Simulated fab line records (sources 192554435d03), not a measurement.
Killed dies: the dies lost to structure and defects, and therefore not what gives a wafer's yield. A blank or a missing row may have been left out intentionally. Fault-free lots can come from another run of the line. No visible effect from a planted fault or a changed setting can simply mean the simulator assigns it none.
fab line records	flow n5Finfet
record: lots: 6	wafers: 17	lastDay: 18
route steps=1938 shown BEOL_M1@765 BEOL_M4@1111 PASSIVATION@1936
lots that met no fault: taken from a fault-free run of the same line
startH: hours from the record's first day to the start of the lot's first wafer shown	waitH: hours since the lot's step before	" as in the row above	L1.1+2: one row covering several wafers at once	- no value present, or no start provided	* or withheld: withheld	< > ~ a bound
route shown NAME@n: a module of which the file shows steps, and the number in the route of the first	usual: mean/standard deviation taken from wafers without a fault	same: alike in all rows	chamber/n: place in a boat	sites: readings site by site	_std_site: standard deviation of those values	_edge_site: inner sites' mean taken away from outer sites' mean	radiusMm: how far each site lies from the wafer's centre	mask NAME#n: copy n	behind: the most recent tool/chamber to have shaped the wafer	hold: what put the lot on hold/how long, in hours/how the hold closed	device: names the non-switching transistor (n, p or np)	end of line: at the end of the route, the tests of the same wafers	a step with no rows: only its recipe	killed: the dies lost at the first sort to structure and to defects; this is not the yield of the wafer	map: shows each die of a wafer: x if killed, . if not, _ if none is there
set.NAME: the run value of the setting; set.NAME@STEP: its run value at that earlier step	model.NAME: the simulator's own value behind a step, which no gauge read
certain route steps with their lots: each step a table, each wafer a row
services: a tool's chamber out of use, with start hour (startH, from the record's first day; less than 0 if before it), hours out, and reason
== steps ==
step: N5_BEOL_M1_OVL_MEAS_12
recipe: pointsPerWafer: 522
usual: M1_OVL: 0.4/0.66
lot.wafer	tool	chamber	startH	waitH	M1_OVL[nm]
L624.2	overlay-01	0	161.27	0.0	0.4
L624.4	"	0	"	"	-0.7
L624.5	"	0	"	"	1.1
L629.2	overlay-02	0	166.99	0.0	0.5
L629.3	"	0	"	"	-0.4
L629.6	"	0	"	"	0.2
L631.1	overlay-01	0	180.17	0.0	0.8
L631.3	"	0	"	"	2.2
L631.4	"	0	"	"	1.3
L635.4	overlay-01	0	203.66	0.0	0.3
L635.5	"	0	"	"	0.6
L637.3	overlay-01	0	221.60	0.0	0.7
L637.4	"	0	"	"	-0.2
L637.5	"	0	"	"	-0.1
L644.1	overlay-01	0	268.04	0.0	0.7
L644.4	"	0	"	"	0.8
L644.5	"	0	"	"	0.6
step: N5_BEOL_M1_INSPECT_13
recipe: mode: adi	inspectInstrument: brightfield
usual: rawDefectCount: 419/98
lot.wafer	tool	chamber	startH	waitH	rawDefectCount
L624.2	defectInspect-02	-	161.32	0.0	421
L624.4	"	-	"	"	516
L624.5	"	-	"	"	580
L629.2	defectInspect-01	-	167.04	0.0	474
L629.3	"	-	"	"	464
L629.6	"	-	"	"	443
L631.1	defectInspect-01	-	180.23	0.1	352
L631.3	"	-	"	"	335
L631.4	"	-	"	"	286
L635.4	defectInspect-02	-	203.70	0.0	388
L635.5	"	-	"	"	295
L637.3	defectInspect-01	-	221.65	0.0	412
L637.4	"	-	"	"	349
L637.5	"	-	"	"	348
L644.1	defectInspect-02	-	268.10	0.1	274
L644.4	"	-	"	"	269
L644.5	"	-	"	"	363
step: N5_BEOL_M1_DESCUM_16
recipe: chemistry: O2	timeS: 7	sourcePowerW: 50	biasPowerW: 20	pressureMtorr: 20	rfFrequencyHz: 2.712e+07	tempC: 40	resist: CAR-EUV	o2FlowSccm: 225
usual: drypumpMotorCurrentA: 5.6/0.33	oesProductAu: 0.78/0.1	rfVppV: 243.5/1.3	showerheadPlenumPTorr: 2.09/0.066	throttleValvePct: 20.35/0.23
lot.wafer	tool	chamber	startH	waitH	drypumpMotorCurrentA	oesProductAu	rfHoursCounterH	rfVppV	showerheadPlenumPTorr	throttleValvePct
L624.2	rieDiel-05	2	161.35	0.0	5.9	0.73	153	244.4	2.08	20.19
L624.4	"	2	"	"	5.9	0.73	-	241.8	2.08	20.19
L624.5	"	1	"	"	5.1	0.86	-	245.0	2.14	20.22
L629.2	rieDiel-02	3	167.44	0.4	5.5	0.66	253	242.3	2.04	20.74
L629.3	"	2	"	"	5.7	0.68	237	243.2	2.14	20.43
L629.6	"	3	"	"	5.5	0.65	-	242.4	2.04	20.72
L631.1	rieDiel-02	1	180.54	0.3	5.8	0.67	237	244.8	2.16	20.52
L631.3	"	2	"	"	5.7	0.67	242	243.1	2.14	20.44
L631.4	"	1	"	"	5.9	0.68	-	243.8	2.16	20.51
L635.4	rieDiel-05	0	203.73	0.0	5.3	0.72	180	243.2	2.06	20.22
L635.5	"	0	"	"	5.3	0.72	-	242.4	2.06	20.22
L637.3	rieDiel-05	0	221.68	0.0	5.3	0.72	182	245.5	2.06	20.22
L637.4	"	2	"	"	5.8	0.72	167	244.2	2.08	20.20
L637.5	"	0	"	"	5.3	0.72	-	242.8	2.06	20.22
L644.1	rieDiel-04	3	268.14	0.0	5.5	0.69	241	242.5	1.98	20.79
L644.4	"	0	"	"	5.7	0.70	207	243.4	2.07	20.84
L644.5	"	3	"	"	5.5	0.68	-	239.9	1.98	20.78
step: N5_BEOL_M1_ETCH_74
recipe: chemistry: N2/H2	target: underlayer	targetDepthA: 65	maskMaterial: CAR-EUV	timeS: 5.2	ionEnergyEv: 200	pressureMtorr: 30	sourceW: 840	biasW: 150	n2FlowSccm: 200	h2FlowSccm: 200	ends: cleared
step: N5_BEOL_M1_ETCH_63
recipe: chemistry: CF4	target: SiARC	targetDepthA: 156	maskMaterial: CAR-EUV	timeS: 26	ionEnergyEv: 80	pressureMtorr: 40	sourceW: 545	biasW: 36	Ar_flow_sccm: 100	cf4FlowSccm: 100	ends: cleared
usual: drypumpMotorCurrentA: 5.6/0.34	etchRfOnTimeS: 26.3/0.66	oesProductAu: 0.66/0.088	rfVppV: 184.1/1.2	showerheadPlenumPTorr: 2.15/0.066	throttleValvePct: 15.59/0.21
lot.wafer	tool	chamber	startH	waitH	drypumpMotorCurrentA	etchRfOnTimeS	oesProductAu	rfHoursCounterH	rfVppV	showerheadPlenumPTorr	throttleValvePct
L624.2	rieDiel-05	2	161.41	0.0	5.9	25.8	0.63	153	185.2	2.13	15.41
L624.4	"	2	"	"	5.9	25.8	0.63	-	183.8	2.13	15.43
L624.5	"	1	"	"	5.1	25.6	0.74	-	185.3	2.19	15.41
L629.2	rieDiel-02	3	167.50	0.0	5.5	26.9	0.56	253	183.9	2.10	16.00
L629.3	"	2	"	"	5.6	26.3	0.57	237	185.7	2.20	15.68
L629.6	"	3	"	"	5.5	27.1	0.56	-	184.1	2.10	15.99
L631.1	rieDiel-02	1	180.59	0.0	5.9	27.0	0.56	237	184.1	2.20	15.65
L631.3	"	2	"	"	5.7	25.8	0.58	242	183.5	2.19	15.68
L631.4	"	1	"	"	5.8	26.7	0.57	-	185.3	2.20	15.65
L635.4	rieDiel-05	0	203.78	0.0	5.3	26.4	0.62	180	183.1	2.13	15.60
L635.5	"	0	"	"	5.3	26.4	0.61	-	184.8	2.13	15.59
L637.3	rieDiel-05	0	221.73	0.0	5.3	27.1	0.61	182	182.2	2.13	15.59
L637.4	"	2	"	"	5.9	25.9	0.63	167	183.8	2.13	15.43
L637.5	"	0	"	"	5.3	27.0	0.60	-	183.4	2.13	15.61
L644.1	rieDiel-04	3	268.19	0.0	5.5	26.1	0.60	241	181.8	2.02	15.99
L644.4	"	0	"	"	5.7	27.9	0.58	207	183.8	2.12	15.98
L644.5	"	3	"	"	5.5	25.9	0.59	-	181.5	2.02	15.99
step: N5_BEOL_M1_ETCH_64
recipe: chemistry: N2/H2	target: SOC	targetDepthA: 750	overetchA: 150	maskMaterial: SiARC	tempC: 40	timeS: 112.5	ionEnergyEv: 200	pressureMtorr: 30	sourceW: 840	biasW: 150	n2FlowSccm: 200	h2FlowSccm: 200
usual: drypumpMotorCurrentA: 5.6/0.33	oesProductAu: 0.62/0.077	rfVppV: 524.1/2.3	showerheadPlenumPTorr: 2.55/0.085	throttleValvePct: 17.79/0.21
lot.wafer	tool	chamber	startH	waitH	drypumpMotorCurrentA	oesProductAu	rfHoursCounterH	rfVppV	showerheadPlenumPTorr	throttleValvePct
L624.2	rieDiel-05	2	161.43	0.0	5.9	0.59	153	522.4	2.53	17.52
L624.4	"	2	"	"	5.9	0.58	-	524.8	2.53	17.53
L624.5	"	1	"	"	5.1	0.68	-	523.7	2.59	17.56
L629.2	rieDiel-02	3	167.52	0.0	5.5	0.53	253	522.6	2.49	18.18
L629.3	"	2	"	"	5.7	0.53	237	526.3	2.62	18.01
L629.6	"	3	"	"	5.5	0.53	-	523.3	2.49	18.18
L631.1	rieDiel-02	1	180.62	0.0	5.9	0.54	237	523.8	2.63	17.87
L631.3	"	2	"	"	5.7	0.53	242	524.9	2.62	18.05
L631.4	"	1	"	"	5.9	0.54	-	525.0	2.63	17.85
L635.4	rieDiel-05	0	203.81	0.0	5.3	0.58	180	523.4	2.52	17.66
L635.5	"	0	"	"	5.4	0.57	-	523.9	2.52	17.68
L637.3	rieDiel-05	0	221.76	0.0	5.3	0.57	182	524.7	2.52	17.68
L637.4	"	2	"	"	5.9	0.58	167	523.3	2.52	17.55
L637.5	"	0	"	"	5.3	0.58	-	523.1	2.52	17.66
L644.1	rieDiel-04	3	268.22	0.0	5.5	0.55	241	519.2	2.40	18.20
L644.4	"	0	"	"	5.7	0.56	207	523.5	2.50	18.09
L644.5	"	3	"	"	5.5	0.55	-	520.7	2.40	18.18
step: N5_BEOL_M1_STRIP_65
recipe: chemistry: N2/H2	tempC: 40	n2FlowSccm: 200	h2FlowSccm: 200	rfFrequencyHz: 6e+07
step: N5_BEOL_M1_STRIP_75
recipe: chemistry: N2/H2	tempC: 40	n2FlowSccm: 200	h2FlowSccm: 200	rfFrequencyHz: 6e+07
step: N5_BEOL_M1_STRIP_66
recipe: chemistry: CF4	resist: SiARC	powerW: 300	biasPowerW: 75	pressureMtorr: 50	cf4FlowSccm: 150	rfFrequencyHz: 6e+07
step: N5_BEOL_M1_HM_OPEN_17
recipe: chemistry: Cl2/BCl3	targetDepthA: 200	overetchA: 60	target: TiN	maskMaterial: SOC	ionEnergyEv: 150	pressureMtorr: 10	icpW: 1000	biasW: 126	Cl2_flow_sccm: 53.25	bcl3FlowSccm: 21.75	Ar_flow_sccm: 25
usual: drypumpMotorCurrentA: 5.8/0.47	oes_ar_750_au: 0.84/0.084	oesProductAu: 0.71/0.069	throttleValvePct: 22.19/0.23
lot.wafer	tool	chamber	startH	waitH	drypumpMotorCurrentA	oes_ar_750_au	oesProductAu	rfHoursCounterH	throttleValvePct
L624.2	rieMetal-01	1	161.60	0.0	6.2	0.72	0.60	66	22.63
L624.4	"	0	"	"	5.7	0.76	0.64	-	22.05
L624.5	"	1	"	"	6.3	0.72	0.61	-	22.61
L629.2	rieMetal-01	1	167.69	0.0	6.2	0.73	0.60	67	22.64
L629.3	"	0	"	"	5.7	0.76	0.64	-	22.05
L629.6	"	1	"	"	6.3	0.72	0.60	-	22.62
L631.1	rieMetal-02	0	180.79	0.0	5.0	0.87	0.75	11	22.31
L631.3	"	1	"	"	6.4	0.91	0.78	-	22.16
L631.4	"	0	"	"	5.1	0.87	0.74	-	22.29
L635.4	rieMetal-03	0	204.01	0.1	5.7	0.94	0.79	-	22.01
L635.5	"	0	"	"	5.7	0.94	0.80	-	22.00
L637.3	rieMetal-02	1	221.96	0.1	6.4	0.89	0.77	-	22.15
L637.4	"	0	"	"	5.1	0.85	0.72	-	22.32
L637.5	"	0	"	"	5.1	0.85	0.72	-	22.31
L644.1	rieMetal-03	0	268.38	0.0	5.7	0.92	0.77	12	22.02
L644.4	"	1	"	"	5.8	0.88	0.76	-	21.89
L644.5	"	0	"	"	5.7	0.91	0.77	-	22.02
step: N5_BEOL_M1_STRIP_19
recipe: chemistry: O2	powerW: 400	tempC: 40	pressureMtorr: 30	rfFrequencyHz: 6e+07	biasPowerW: 0	overashFraction: 0.2	o2FlowSccm: 225
usual: drypumpMotorCurrentA: 5.6/0.32	oesProductAu: 0.77/0.094	rfVppV: 3.6/0.48	showerheadPlenumPTorr: 2.10/0.064	throttleValvePct: 16.64/0.21
same: overashFraction: 0.2
lot.wafer	tool	chamber	startH	waitH	drypumpMotorCurrentA	oesProductAu	rfHoursCounterH	rfVppV	showerheadPlenumPTorr	throttleValvePct
L624.2	rieDiel-05	2	161.71	0.1	5.9	0.74	153	3.4	2.08	16.45
L624.4	"	0	"	"	5.3	0.74	-	3.5	2.07	16.54
L624.5	"	1	"	"	5.1	0.85	-	3.2	2.14	16.43
L629.2	rieDiel-04	2	167.80	0.1	5.7	0.69	243	3.7	2.05	16.64
L629.3	"	0	"	"	5.7	0.72	183	3.4	2.08	17.04
L629.6	"	1	"	"	6.0	0.74	-	4.4	2.16	16.49
L631.1	rieDiel-05	1	180.90	0.1	5.1	0.85	42	2.9	2.14	16.46
L631.3	"	0	"	"	5.3	0.73	175	3.6	2.07	16.56
L631.4	"	2	"	"	5.9	0.73	160	3.7	2.08	16.48
L635.4	rieDiel-05	0	204.09	0.1	5.3	0.73	180	4.3	2.06	16.54
L635.5	"	2	"	"	5.9	0.72	-	3.6	2.08	16.48
L637.3	rieDiel-02	1	222.04	0.1	5.9	0.67	249	3.0	2.16	16.80
L637.4	"	1	"	"	5.9	0.67	-	4.2	2.16	16.82
L637.5	"	0	"	"	5.3	0.71	-	3.8	2.00	16.80
L644.1	rieDiel-04	2	268.49	0.1	5.8	0.93	11	4.5	2.05	16.20
L644.4	"	1	"	"	5.9	0.72	193	4.1	2.15	16.55
L644.5	"	1	"	"	5.9	0.71	-	3.4	2.15	16.57
step: N5_BEOL_M1_CD_MEAS_18
recipe: pitchNm: 36	targetCdNm: 18
usual: cdNm: 18.0/0.36
lot.wafer	tool	chamber	startH	waitH	cdNm
L624.2	cdSem-01	-	161.78	0.1	17.9
L624.4	"	-	"	"	17.8
L624.5	"	-	"	"	17.8
L629.2	cdSem-01	-	167.88	0.1	18.3
L629.3	"	-	"	"	17.5
L629.6	"	-	"	"	18.2
L631.1	cdSem-02	-	180.97	0.0	17.8
L631.3	"	-	"	"	18.4
L631.4	"	-	"	"	17.6
L635.4	cdSem-01	-	204.16	0.1	18.1
L635.5	"	-	"	"	17.8
L637.3	cdSem-03	-	222.11	0.1	18.6
L637.4	"	-	"	"	17.4
L637.5	"	-	"	"	18.1
L644.1	cdSem-02	-	268.56	0.0	17.8
L644.4	"	-	"	"	18.2
L644.5	"	-	"	"	17.8
step: N5_BEOL_M1_COAT_67
recipe: resist: SOC	tempC: 250	timeS: 60	spinRpm: 1500	resistThkNm: 60
usual: heaterPowerTotalW: 500.4/1.8	plateTempC: 249.99/0.18
lot.wafer	tool	chamber	startH	waitH	heaterPowerTotalW	plateTempC
L624.2	lithoTrack-03	0	161.82	0.0	499.2	249.93
L624.4	"	0	"	"	502.3	250.25
L624.5	"	0	"	"	501.3	249.98
L629.2	lithoTrack-03	0	167.91	0.0	488.9	245.05
L629.3	"	0	"	"	488.7	245.13
L629.6	"	0	"	"	489.9	245.15
L631.1	lithoTrack-03	0	181.01	0.0	490.3	245.15
L631.3	"	0	"	"	487.9	245.06
L631.4	"	0	"	"	486.3	244.98
L635.4	lithoTrack-02	0	204.20	0.0	502.9	250.31
L635.5	"	0	"	"	502.0	250.54
L637.3	lithoTrack-04	0	222.15	0.0	501.1	249.74
L637.4	"	0	"	"	500.3	249.82
L637.5	"	0	"	"	497.7	249.96
L644.1	lithoTrack-03	0	268.60	0.0	501.0	249.83
L644.4	"	0	"	"	499.5	249.65
L644.5	"	0	"	"	502.5	249.91
step: N5_BEOL_M1_COAT_68
recipe: resist: SiARC	tempC: 220	timeS: 60	spinRpm: 1500	resistThkNm: 12
step: N5_BEOL_M4_RC_MEAS_101
usual: DIBL_N: 35.6/1.7	DIBL_P: 35.0/2	IOFF_N: 0.148/0.027	IOFF_P: 0.19/0.032	ION_N: 671/14	ION_P: 460/9.1	SS_N: 71.3/0.62	SS_P: 73.0/0.64	VT_N: 251/3.2	VT_P: -251.5/2.9
lot.wafer	tool	chamber	startH	waitH	DIBL_N[mV/V]	DIBL_P[mV/V]	IOFF_N[nA/um]	IOFF_P[nA/um]	ION_N[uA/um]	ION_P[uA/um]	SS_N[mV/dec]	SS_P[mV/dec]	VT_N[mV]	VT_P[mV]
L624.2	prober-01	0	207.36	0.2	38.3	39.0	0.181	0.21	695	469	72.0	73.3	248	-254.1
L624.4	"	0	"	"	37.6	38.6	0.169	0.21	679	460	71.3	74.3	247	-252.7
L624.5	"	0	"	"	37.6	38.6	0.173	0.21	698	474	71.3	74.1	250	-252.1
L629.2	prober-02	0	217.54	0.2	35.8	35.0	0.158	0.20	664	453	71.6	73.7	250	-250.7
L629.3	"	0	"	"	37.2	37.8	0.198	0.27	692	481	71.6	74.5	245	-244.9
L629.6	"	0	"	"	34.9	34.9	0.145	0.21	679	471	71.1	73.0	252	-246.8
L631.1	prober-01	0	248.93	0.4	35.0	36.1	0.157	0.24	679	473	72.1	73.1	250	-247.0
L631.3	"	0	"	"	35.6	37.1	0.165	0.26	665	462	71.9	73.5	249	-244.8
L631.4	"	0	"	"	34.1	34.2	0.131	0.20	655	454	71.5	73.1	252	-248.9
L635.4	prober-02	0	277.38	0.5	38.5	37.0	0.162	0.19	658	448	71.8	73.5	253	-254.6
L635.5	"	0	"	"	37.3	34.4	0.136	0.17	655	447	71.3	73.3	257	-256.0
L637.3	prober-02	0	282.14	0.3	34.0	33.8	0.119	0.17	667	458	70.3	72.6	256	-253.8
L637.4	"	0	"	"	36.5	35.1	0.149	0.19	660	450	71.7	73.2	254	-252.9
L637.5	"	0	"	"	34.0	33.3	0.117	0.16	656	450	70.5	72.7	257	-253.5
L644.1	prober-02	0	321.78	0.0	35.3	35.0	0.142	0.18	665	450	71.4	72.7	251	-255.6
L644.4	"	0	"	"	35.8	35.6	0.147	0.18	665	455	71.5	73.2	254	-252.2
L644.5	"	0	"	"	36.5	36.9	0.167	0.21	685	468	71.1	73.7	250	-250.5
step: N5_PASSIVATION_PROBE_49
usual: defectLimitedYield: 91.2/1.6	killed_at_M0_to_M3: 35/11	killed_at_M4_up: 14/5.4	killedAtContacts: 13/6	killedAtFrontEnd: 38/11	killedAtOther: 3.4/2.6	killedDies: 104/19	killedOpen: 68/13	killedShort: 34/8.5	sort_bin_5_function: 5.1/1	sort_bin_6_memory: 3.3/0.72	sortNPass: 1075/22	sortYieldPct: 91.1/1.9
same: grossDies: 1180	killedAtBackSide: 0	sort_bin_4_leakage[%]: 0	sort_bin_8_speed[%]: 0
lot.wafer	tool	chamber	startH	waitH	defectLimitedYield[%]	killed_at_M0_to_M3	killed_at_M4_up	killedAtContacts	killedAtFrontEnd	killedAtOther	killedDies	killedOpen	killedShort	sort_bin_5_function[%]	sort_bin_6_memory[%]	sortNPass	sortYieldPct[%]
L629.2	prober-01	-	331.54	0.1	88.4	38	21	33	44	1	137	96	28	5.4	4.9	1043	88.4
L629.3	prober-01	-	331.59	0.1	91.7	30	22	19	27	0	98	77	20	5.3	2.8	1082	91.7
L629.6	prober-01	-	331.74	0.3	90.8	36	15	13	42	3	109	72	37	5.2	3.8	1071	90.8
L624.2	prober-02	-	332.86	0.1	90.9	54	9	9	34	1	107	73	34	4.7	4.2	1073	90.9
L624.4	prober-02	-	332.96	0.2	93.4	33	10	5	28	2	78	52	24	3.3	3.1	1102	93.4
L624.5	prober-02	-	333.01	0.2	90.7	44	8	21	36	1	110	77	31	5.1	3.9	1070	90.7
L635.5	prober-01	-	393.25	0.2	92.6	29	15	14	29	0	87	60	23	4.2	3.1	1093	92.6
killed by level:class
L629.2 MOL_CONTACT_COAG:geometricParticle:open=26 BEOL_M2:geometricParticle:open=16 HKMG_FIN:areaEtch=12 FIN_SAQP:geometricParticle:open=10 MOL_CONTACT_COAG:geometricParticle:short=7 BEOL_M3:geometricParticle:open=6 STI_FIN_REVEAL:geometricParticle:open=5 BEOL_M1:geometricParticle:open=5
L629.3 MOL_CONTACT_COAG:geometricParticle:open=16 BEOL_M3:geometricParticle:open=9 BEOL_M5:geometricParticle:open=8 BEOL_M2:geometricParticle:open=7 BEOL_M4:geometricParticle:open=6 DUMMY_GATE:geometricParticle:open=5 BEOL_M2:geometricParticle:short=5 GATE_CUT:geometricParticle:open=4
L629.6 FIN_SAQP:geometricParticle:open=17 MOL_CONTACT_COAG:geometricParticle:open=10 FIN_SAQP:geometricParticle:short=8 BEOL_M3:geometricParticle:short=8 BEOL_M2:geometricParticle:open=7 BEOL_M4:geometricParticle:open=7 BEOL_M5:geometricParticle:open=6 BEOL_M0_SAQP:geometricParticle:short=5
L624.2 BEOL_M1:geometricParticle:open=15 FIN_SAQP:geometricParticle:open=8 DUMMY_GATE:geometricParticle:open=7 MOL_CONTACT_COAG:geometricParticle:open=7 BEOL_M0_SAQP:geometricParticle:open=7 BEOL_M0_SAQP:geometricParticle:short=7 BEOL_M3:geometricParticle:open=7 BEOL_M4:geometricParticle:open=6
L624.4 BEOL_M0_SAQP:geometricParticle:open=12 BEOL_M0_SAQP:geometricParticle:short=9 BEOL_M2:geometricParticle:open=7 FIN_SAQP:geometricParticle:short=6 DUMMY_GATE:geometricParticle:open=6 MOL_CONTACT_COAG:geometricParticle:open=5 FIN_SAQP:geometricParticle:open=4 STI_FIN_REVEAL:geometricParticle:open=4
L624.5 MOL_CONTACT_COAG:geometricParticle:open=17 BEOL_M2:geometricParticle:open=11 BEOL_M0_SAQP:geometricParticle:short=9 BEOL_M0_SAQP:geometricParticle:open=9 BEOL_M1:geometricParticle:open=8 DUMMY_GATE:geometricParticle:open=7 FIN_SAQP:geometricParticle:open=5 DUMMY_GATE:geometricParticle:short=4
L635.5 MOL_CONTACT_COAG:geometricParticle:open=13 BEOL_M0_SAQP:geometricParticle:short=8 BEOL_M4:geometricParticle:open=8 BEOL_M0_SAQP:geometricParticle:open=6 BEOL_M1:geometricParticle:open=6 DUMMY_GATE:geometricParticle:open=5 BEOL_M3:geometricParticle:open=5 STI_FIN_REVEAL:geometricParticle:open=4
== services ==
tool	chamber	startH	hours	kind
rieDiel-05	3	150.30	-	clean
rieDiel-05	3	150.30	-	consumableReplace:focusRing
rieDiel-05	3	150.30	-	consumableReplace:showerhead
rieDiel-05	3	150.30	14.0	scheduledDown
rieDiel-05	3	150.30	14.0	ventCycle
rieDiel-02	3	158.29	9.1	repair
rieDiel-02	3	186.90	-	clean
rieDiel-02	3	186.90	-	consumableReplace:focusRing
rieDiel-02	3	186.90	19.3	scheduledDown
rieDiel-02	3	186.90	19.3	ventCycle
rieDiel-02	1	189.70	2.6	repair
rieDiel-02	2	206.43	-	clean
rieDiel-02	2	206.43	-	consumableReplace:focusRing
rieDiel-02	2	206.43	20.5	scheduledDown
rieDiel-02	2	206.43	20.5	ventCycle
rieDiel-04	0	207.73	1.7	repair
rieDiel-02	1	228.55	-	clean
rieDiel-02	1	228.55	-	consumableReplace:focusRing
rieDiel-02	1	228.55	24.3	scheduledDown
rieMetal-02	-	235.86	2.8	pm
rieDiel-04	2	240.24	10.5	repair
rieMetal-01	-	242.61	0.2	repair
rieDiel-02	-	257.01	2.8	pm
rieDiel-02	3	261.30	17.6	repair
== key ==
firstSign: step: N5_BEOL_M1_COAT_67	reading: plateTempC	direction: down	sigmas: 28	usual: *	struck: *
effect: step: N5_BEOL_M1_COAT_67	reading: heaterPowerTotalW	direction: down	sigmas: 6.4	usual: *	struck: *
metAt N5_BEOL_M1_COAT_67
struckWafers L629.2,L629.3,L629.6,L631.1,L631.3,L631.4
baselineLoss: step: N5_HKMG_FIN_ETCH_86	wafers: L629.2
onsetBetween 161.82 167.91
fault: kind: processParameterDrift	tool: lithoTrack-03	chamber: -	onsetH: 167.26	steps: N5_BEOL_M1_COAT_67	channel: tempC	offset: *	shape: step	endH: 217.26	actsIn: *	stated: *
baselineLoss: these wafers lose ten dies or more at that step, a loss of the line's own and not of a fault; the sort's usual values leave them out
